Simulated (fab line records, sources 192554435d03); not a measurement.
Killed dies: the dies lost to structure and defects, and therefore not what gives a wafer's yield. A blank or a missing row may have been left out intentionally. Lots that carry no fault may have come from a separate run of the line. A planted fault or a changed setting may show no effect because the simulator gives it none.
fab line records	flow n5-finfet
record: lots: 9	wafers: 26	last-day: 17
route steps=1938 shown BEOL_M10@1491
lots that met no fault: from a run of the same line without faults
start-h: hours from the record's opening day to when the first of the lot's shown wafers began	wait-h: hours from the lot's prior step to this one	" same as the row above	L1.1+2: a row that stands for several wafers	- either no value or no given start	* or withheld: withheld	< > ~ a bound
route shown NAME@n: names a module that has steps shown in the file, with the first one's number in the route	usual: the fault-free wafers' mean and standard deviation	same: alike in all rows	chamber/n: place in a boat	sites: the reading at each site	_std_site: their standard deviation	_edge_site: the outer-site mean with the inner-site mean subtracted	radius-mm: for every site, how far away it sits from the centre of the wafer	mask NAME#n: copy n	behind: tool/chamber where the wafer was last shaped	hold: why the lot went on hold/how many hours it stayed there/how the hold came to an end	device: the transistor (n, p or np) that didn't switch	end of line: tests run on the same wafers once the route is complete	a step with no rows: only its recipe	killed: dies that structure and defects cost at the first sort, which is not the same as the wafer's yield	map: a wafer's dies, marking killed ones x, the rest . and places with no die _
set.NAME: the setting that was run; set.NAME@STEP: the one run at that earlier step	model.NAME: the simulator's own value behind a step, which no gauge read
a sample of lots followed through the steps of the route, with each step as a table and each wafer as a row
services: from which hour (start-h, from the record's first day; less than 0 if before it) a tool's chamber was out of use, for how many hours, and why
== steps ==
step: N5_BEOL_M10_HM_OPEN_17
recipe: chemistry: Cl2/BCl3	target-depth-a: 200	overetch-a: 60	target: TiN	mask-material: SOC	ion-energy-ev: 150	pressure-mtorr: 10	icp-w: 1000	bias-w: 126	Cl2_flow_sccm: 53.25	bcl3-flow-sccm: 21.75	Ar_flow_sccm: 25
usual: chamber-pressure-mTorr: 10.000/0.0085	drypump-motor-current-A: 5.78/0.2	mfc-cl2-sccm: 53.25/0.15	oes-product-au: 0.65/0.039	throttle-valve-pct: 22.12/0.27
lot.wafer	tool	chamber	start-h	wait-h	chamber-pressure-mTorr	drypump-motor-current-A	mfc-cl2-sccm	oes-product-au	rf-hours-counter-h	throttle-valve-pct
L515.2	rie-metal-02	0	233.46	0.0	9.987	5.60	53.02	0.66	35	22.01
L515.4	"	1	"	"	10.003	5.45	53.46	0.65	-	21.99
L515.6	"	1	"	"	10.008	5.45	53.53	0.64	-	21.99
L517.1	rie-metal-03	0	237.62	0.0	9.996	6.02	53.00	0.60	63	21.91
L517.2	"	1	"	"	10.009	6.06	53.14	0.76	7	22.45
L517.3	"	1	"	"	9.998	6.05	53.23	0.76	-	22.46
L518.1	rie-metal-01	0	237.78	0.0	10.009	5.82	53.51	0.65	47	21.81
L518.2	"	1	"	"	10.010	5.77	53.28	0.65	44	22.51
L518.5	"	0	"	"	10.012	5.83	53.25	0.65	-	21.80
L516.3	rie-metal-01	0	238.53	0.1	10.002	5.84	53.17	0.66	-	21.80
L516.4	"	1	"	"	10.006	5.81	53.29	0.66	-	22.51
L516.6	"	1	"	"	9.982	5.82	53.01	0.65	-	22.49
L521.2	rie-metal-03	0	259.21	0.0	9.997	6.03	53.20	0.61	64	21.88
L521.3	"	1	"	"	10.001	6.03	53.17	0.76	-	22.44
L521.4	"	0	"	"	10.001	6.03	53.41	0.61	-	21.90
L528.1	rie-metal-03	0	307.79	0.0	10.009	6.02	53.20	0.61	69	21.90
L528.5	"	1	"	"	9.991	6.05	53.19	0.74	-	22.48
L528.6	"	0	"	"	10.010	6.02	53.41	0.61	-	21.90
L526.2	rie-metal-01	1	311.20	0.0	9.996	5.83	53.38	0.63	51	22.51
L526.3	"	1	"	"	9.994	5.82	53.10	0.64	-	22.51
L526.6	"	0	"	"	9.998	5.82	53.12	0.64	-	21.81
L532.2	rie-metal-01	1	320.24	0.0	10.009	5.81	53.49	0.62	52	22.53
L532.6	"	1	"	"	10.002	5.82	53.40	0.63	-	22.54
L534.2	rie-metal-01	1	352.56	0.0	10.011	5.82	53.11	0.64	54	22.51
L534.3	"	1	"	"	10.004	5.85	53.22	0.63	-	22.51
L534.4	"	0	"	"	9.991	5.84	53.04	0.64	-	21.82
step: N5_BEOL_M10_CD_MEAS_18
recipe: pitch-nm: 140	target-cd-nm: 70
usual: cd-nm: 69.8/0.63
lot.wafer	tool	chamber	start-h	wait-h	cd-nm
L515.2	cd-sem-02	-	233.65	0.1	69.8
L515.4	"	-	"	"	70.4
L515.6	"	-	"	"	70.3
L517.1	cd-sem-02	-	237.95	0.0	69.7
L517.2	"	-	"	"	69.8
L517.3	"	-	"	"	69.8
L518.1	cd-sem-01	-	237.99	0.0	70.0
L518.2	"	-	"	"	70.5
L518.5	"	-	"	"	70.8
L516.3	cd-sem-03	-	238.68	0.1	69.1
L516.4	"	-	"	"	70.4
L516.6	"	-	"	"	68.8
L521.2	cd-sem-01	-	259.39	0.1	69.9
L521.3	"	-	"	"	69.9
L521.4	"	-	"	"	69.3
L528.1	cd-sem-03	-	307.97	0.0	69.4
L528.5	"	-	"	"	68.8
L528.6	"	-	"	"	69.2
L526.2	cd-sem-01	-	311.39	0.1	70.1
L526.3	"	-	"	"	71.0
L526.6	"	-	"	"	70.2
L532.2	cd-sem-02	-	320.42	0.1	68.9
L532.6	"	-	"	"	69.9
L534.2	cd-sem-02	-	352.74	0.1	69.3
L534.3	"	-	"	"	69.9
L534.4	"	-	"	"	69.8
step: N5_BEOL_M10_TRENCH_ETCH_37
recipe: chemistry: C4F6/O2	target-depth-a: 1488.3	target: SiCOH_lowk	time-s: 48	ion-energy-ev: 250	pressure-mtorr: 30	source-w: 345	bias-w: 185	Ar_flow_sccm: 300	C4F6_flow_sccm: 10	O2_flow_sccm: 10
usual: C4F6_flow_sccm: 9.997/0.028	chamber-pressure-mTorr: 29.997/0.027	drypump-motor-current-A: 5.8/0.33	oes_ar_750_au: 0.82/0.061	oes_f_703_au: 0.82/0.061	oes_o_777_au: 0.83/0.064	oes-product-au: 0.83/0.065	rf-fwd-power-W: 341.2/1.3	rf-vpp-V: 673/12	showerhead-plenum-p-Torr: 2.89/0.071	throttle-valve-pct: 20.86/0.27
lot.wafer	tool	chamber	start-h	wait-h	C4F6_flow_sccm	chamber-pressure-mTorr	drypump-motor-current-A	oes_ar_750_au	oes_f_703_au	oes_o_777_au	oes-product-au	rf-fwd-power-W	rf-hours-counter-h	rf-vpp-V	showerhead-plenum-p-Torr	throttle-valve-pct
L515.2	rie-diel-02	1	236.41	-	9.986	29.996	5.5	0.71	0.70	0.71	0.70	341.7	227	665	2.94	21.39
L515.4	"	3	"	"	10.026	29.949	5.5	0.85	0.86	0.88	0.85	341.5	40	659	2.91	20.58
L515.6	"	3	"	"	10.005	30.023	5.5	0.85	0.86	0.87	0.84	341.4	-	659	2.91	20.56
L518.1	rie-diel-02	2	241.35	-	9.998	30.034	6.2	0.84	0.83	0.82	0.86	339.7	65	698	2.86	20.47
L518.2	"	1	"	"	10.013	29.997	5.5	0.71	0.70	0.71	0.70	341.8	228	664	2.94	21.39
L518.5	"	2	"	"	10.021	29.998	6.2	0.84	0.83	0.83	0.85	341.6	-	699	2.86	20.47
L517.1	rie-diel-01	0	241.39	-	10.005	29.983	6.1	0.82	0.84	0.85	0.83	339.9	71	664	2.97	20.71
L517.2	"	2	"	"	10.006	29.973	5.9	0.69	0.69	0.70	0.68	340.0	248	678	2.92	21.10
L517.3	"	1	"	"	9.967	30.036	6.1	0.91	0.89	0.90	0.92	337.8	18	683	2.79	20.70
L516.3	rie-diel-02	2	241.81	-	9.976	30.025	6.2	0.84	0.82	0.82	0.85	341.5	66	699	2.86	20.48
L516.4	"	1	"	"	9.976	29.998	5.5	0.71	0.71	0.71	0.71	339.3	229	665	2.94	21.41
L516.6	"	1	"	"	9.956	29.999	5.5	0.70	0.70	0.71	0.70	339.9	-	665	2.94	21.41
L521.2	rie-diel-01	0	260.49	-	10.044	30.022	6.0	0.82	0.83	0.84	0.82	340.3	79	664	2.97	20.75
L521.3	"	3	"	"	10.022	30.004	5.3	0.83	0.84	0.84	0.84	342.6	56	666	3.01	21.14
L521.4	"	1	"	"	9.988	30.030	6.1	0.89	0.88	0.89	0.89	340.7	-	681	2.78	20.75
L528.1	rie-diel-02	3	310.36	-	10.025	29.947	5.5	0.82	0.82	0.84	0.81	342.1	66	659	2.90	20.60
L528.5	"	2	"	"	10.000	30.007	6.2	0.81	0.80	0.80	0.82	342.0	-	697	2.85	20.54
L528.6	"	0	"	"	9.916	29.966	6.0	0.79	0.80	0.80	0.81	340.4	-	670	2.86	20.76
L526.2	rie-diel-01	1	313.54	-	9.987	30.013	6.0	0.84	0.85	0.85	0.85	338.2	46	682	2.77	20.77
L526.3	"	0	"	"	10.031	30.008	6.0	0.80	0.81	0.82	0.80	341.9	99	665	2.96	20.77
L526.6	"	3	"	"	10.024	29.958	5.3	0.81	0.82	0.83	0.81	342.3	-	666	3.00	21.15
L532.2	rie-diel-02	2	321.41	-	10.017	30.019	6.2	0.81	0.80	0.79	0.81	343.5	95	698	2.85	20.54
L532.6	"	1	"	"	9.968	30.010	5.5	0.98	0.97	0.99	0.99	342.9	-	666	2.93	21.13
L534.2	rie-diel-02	2	353.76	-	10.011	30.025	6.2	0.79	0.78	0.78	0.81	341.7	107	697	2.85	20.57
L534.3	"	0	"	"	10.000	30.015	6.0	1.03	1.36	1.28	0.87	546.3	121	530	2.86	20.83
L534.4	"	0	"	"	9.988	30.029	6.0	1.02	1.37	1.28	0.88	547.7	-	530	2.86	20.83
step: N5_BEOL_M10_OCD_MEAS_38
usual: trench-depth-nm: 148.8/2.2
lot.wafer	tool	chamber	start-h	wait-h	trench-depth-nm
L515.2	ocd-02	-	236.59	-	147.6
L515.4	"	-	"	"	148.4
L515.6	"	-	"	"	147.6
L518.1	ocd-02	-	241.53	-	150.0
L518.2	"	-	"	"	146.1
L518.5	"	-	"	"	149.6
L517.1	ocd-02	-	241.57	-	151.9
L517.2	"	-	"	"	145.8
L517.3	"	-	"	"	146.7
L516.3	ocd-02	-	241.99	-	149.3
L516.4	"	-	"	"	147.2
L516.6	"	-	"	"	147.8
L521.2	ocd-02	-	260.67	-	149.4
L521.3	"	-	"	"	153.0
L521.4	"	-	"	"	147.0
L528.1	ocd-01	-	310.55	-	147.0
L528.5	"	-	"	"	151.0
L528.6	"	-	"	"	149.5
L526.2	ocd-02	-	313.72	-	146.0
L526.3	"	-	"	"	150.1
L526.6	"	-	"	"	151.2
L532.2	ocd-01	-	321.60	-	149.2
L532.6	"	-	"	"	149.4
L534.2	ocd-02	-	353.95	-	151.1
L534.3	"	-	"	"	176.8
L534.4	"	-	"	"	178.5
step: N5_BEOL_M10_CD_MEAS_35
recipe: target-cd-nm: 70	polarity: opening
usual: cd-nm: 69.8/0.66
lot.wafer	tool	chamber	start-h	wait-h	cd-nm
L515.2	cd-sem-02	-	236.75	0.0	70.3
L515.4	"	-	"	"	70.9
L515.6	"	-	"	"	70.5
L518.1	cd-sem-03	-	241.68	0.0	69.9
L518.2	"	-	"	"	70.6
L518.5	"	-	"	"	71.0
L517.1	cd-sem-02	-	241.72	0.0	70.4
L517.2	"	-	"	"	69.9
L517.3	"	-	"	"	69.6
L516.3	cd-sem-03	-	242.15	0.0	69.5
L516.4	"	-	"	"	70.1
L516.6	"	-	"	"	69.1
L521.2	cd-sem-03	-	260.82	0.0	70.1
L521.3	"	-	"	"	69.9
L521.4	"	-	"	"	69.3
L528.1	cd-sem-01	-	310.70	0.0	69.0
L528.5	"	-	"	"	68.6
L528.6	"	-	"	"	69.1
L526.2	cd-sem-02	-	313.88	0.0	70.3
L526.3	"	-	"	"	71.2
L526.6	"	-	"	"	69.8
L532.2	cd-sem-03	-	321.75	0.0	69.1
L532.6	"	-	"	"	70.1
L534.2	cd-sem-02	-	354.10	0.0	69.5
L534.3	"	-	"	"	69.7
L534.4	"	-	"	"	69.7
step: N5_BEOL_M10_THK_MEAS_53
recipe: thk-meas-gauge: xrf	reads: Cu_of_BEOL_M10_ECD_50
usual: M10_THK: 139.9/2.7
lot.wafer	tool	chamber	start-h	wait-h	M10_THK[nm]
L515.2	film-metro-01	-	239.42	-	137.5
L515.4	"	-	"	"	139.4
L515.6	"	-	"	"	139.2
L518.1	film-metro-02	-	243.78	-	142.2
L518.2	"	-	"	"	137.0
L518.5	"	-	"	"	139.1
L517.1	film-metro-02	-	244.05	-	140.1
L517.2	"	-	"	"	136.5
L517.3	"	-	"	"	136.1
L516.3	film-metro-01	-	244.77	-	141.2
L516.4	"	-	"	"	139.8
L516.6	"	-	"	"	136.9
L521.2	film-metro-01	-	263.81	-	144.2
L521.3	"	-	"	"	144.9
L521.4	"	-	"	"	139.5
L528.1	film-metro-02	-	312.81	-	138.1
L528.5	"	-	"	"	140.4
L528.6	"	-	"	"	141.0
L526.2	film-metro-02	-	316.39	-	135.1
L526.3	"	-	"	"	142.0
L526.6	"	-	"	"	142.3
L532.2	film-metro-02	-	325.78	-	138.4
L532.6	"	-	"	"	138.5
L534.2	film-metro-01	-	357.43	-	141.4
L534.3	"	-	"	"	168.8
L534.4	"	-	"	"	169.7
step: N5_BEOL_M10_RS_MEAS_57
recipe: thk-meas-gauge: four-point-probe	reads: Cu_of_BEOL_M10_ECD_50+Co_of_BEOL_M10_CVD_75+TaN_of_BEOL_M10_ALD_74
usual: M10_RS: 0.1511/0.0028
lot.wafer	tool	chamber	start-h	wait-h	M10_RS[ohm/sq]
L515.2	film-metro-01	-	239.56	0.1	0.1541
L515.4	"	-	"	"	0.1517
L515.6	"	-	"	"	0.1515
L518.1	film-metro-02	-	243.91	0.1	0.1475
L518.2	"	-	"	"	0.1540
L518.5	"	-	"	"	0.1508
L517.1	film-metro-01	-	244.19	0.1	0.1477
L517.2	"	-	"	"	0.1533
L517.3	"	-	"	"	0.1529
L516.3	film-metro-02	-	244.91	0.1	0.1516
L516.4	"	-	"	"	0.1526
L516.6	"	-	"	"	0.1552
L521.2	film-metro-01	-	263.95	0.1	0.1475
L521.3	"	-	"	"	0.1466
L521.4	"	-	"	"	0.1533
L528.1	film-metro-01	-	312.95	0.1	0.1522
L528.5	"	-	"	"	0.1502
L528.6	"	-	"	"	0.1495
L526.2	film-metro-02	-	316.53	0.1	0.1555
L526.3	"	-	"	"	0.1489
L526.6	"	-	"	"	0.1480
L532.2	film-metro-01	-	325.91	0.1	0.1520
L532.6	"	-	"	"	0.1512
L534.2	film-metro-01	-	357.56	0.1	0.1493
L534.3	"	-	"	"	0.1230
L534.4	"	-	"	"	0.1227
== services ==
tool	chamber	start-h	hours	kind
rie-metal-03	-	211.04	2.8	pm
rie-diel-01	2	218.92	9.9	repair
rie-diel-02	0	219.88	3.8	repair
rie-diel-01	2	254.45	7.3	repair
rie-diel-01	2	261.77	-	clean
rie-diel-01	2	261.77	-	consumable-replace:focus-ring
rie-diel-01	2	261.77	11.2	scheduled-down
rie-diel-01	2	261.77	11.2	vent-cycle
rie-metal-02	0	279.63	9.4	repair
rie-diel-02	1	302.20	-	clean
rie-diel-02	1	302.20	-	consumable-replace:focus-ring
rie-diel-02	1	302.20	17.0	scheduled-down
rie-diel-02	1	302.20	17.0	vent-cycle
rie-diel-01	2	315.73	7.1	repair
rie-metal-01	-	340.25	9.7	repair
rie-diel-02	3	350.59	13.3	repair
== key ==
first-sign: step: N5_BEOL_M10_TRENCH_ETCH_37	reading: rf-fwd-power-W	direction: up	sigmas: 99+	usual: *	struck: *
effect: step: N5_BEOL_M10_TRENCH_ETCH_37	reading: rf-vpp-V	direction: down	sigmas: 12	usual: 673	struck: 530
effect: step: N5_BEOL_M10_OCD_MEAS_38	reading: trench-depth-nm	direction: up	sigmas: 13	usual: 148.8	struck: 177.7
effect: step: N5_BEOL_M10_THK_MEAS_53	reading: M10_THK	direction: up	sigmas: 11	usual: 139.9	struck: 169.2
effect: step: N5_BEOL_M10_RS_MEAS_57	reading: M10_RS	direction: down	sigmas: 10	usual: 0.1511	struck: 0.1228
met-at N5_BEOL_M10_TRENCH_ETCH_37
struck-lots L534
struck-wafers L534.3,L534.4
not-acting-at N5_BEOL_M10_HM_OPEN_17,N5_BEOL_M10_CD_MEAS_18,N5_BEOL_M10_CD_MEAS_35
onset-between 310.36 353.76
fault: kind: process-parameter-drift	tool: rie-diel-02	chamber: 0	onset-h: 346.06	steps: N5_BEOL_M10_TRENCH_ETCH_37	channel: source-w	offset: 207	shape: step	end-h: 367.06	acts-in: these-recipes-only	stated: 345
